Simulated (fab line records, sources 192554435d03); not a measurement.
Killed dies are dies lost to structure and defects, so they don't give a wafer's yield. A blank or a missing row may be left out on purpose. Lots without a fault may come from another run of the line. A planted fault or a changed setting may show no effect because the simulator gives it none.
Chamber matching | flow n5_finfet | N5_FIN_SAQP_ALD_61 on ald_sin-02: 4 sister chambers
The step deposits SiO2, target thk 4 nm, pulse time 1 s, purge time 2 s. 4 wafers are shown with their chamber, then 9 later ones without.

WAFERS WITH THEIR CHAMBER
wafer  | chamber | heater_power_w (W)
L087.6 | 3       | 441
L088.2 | 2       | 405
L088.5 | 0       | 508
L088.6 | 1       | 432

WAFERS WITHOUT THEIR CHAMBER
wafer  | heater_power_w (W)
L090.2 | 436
L090.3 | 500
L090.4 | 400
L094.4 | 438
L094.5 | 426
L094.6 | 402
L097.4 | 426
L097.5 | 404
L097.6 | 446

WHICH CHAMBER EACH WENT THROUGH
wafer  | from the rows above     | in truth
L090.2 | can't be placed: 1 or 3 | 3
L090.3 | 0                       | 0
L090.4 | 2                       | 2
L094.4 | can't be placed: 3 or 1 | 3
L094.5 | can't be placed: 1 or 3 | 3
L094.6 | 2                       | 2
L097.4 | can't be placed: 1 or 3 | 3
L097.5 | 2                       | 2
L097.6 | can't be placed: 3 or 1 | 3
Placed correctly: 4 of 9. Can't be placed from these rows: 5 (the true chamber is among the candidates in 5). Placed wrongly: 0.
How it was worked out, from the rows above alone: a wafer's distance from a chamber is the root of the sum, over the readings, of the square of ((its reading less the chamber's mean) divided by the reading's scatter). The wafer belongs to the nearest chamber; if the next one is less than 2 further off, it can't be placed. A chamber's mean is the mean of its shown wafers. The scatter: with one shown wafer a chamber, the root of the mean of the squares of how far each hidden wafer lies from its nearest shown one.
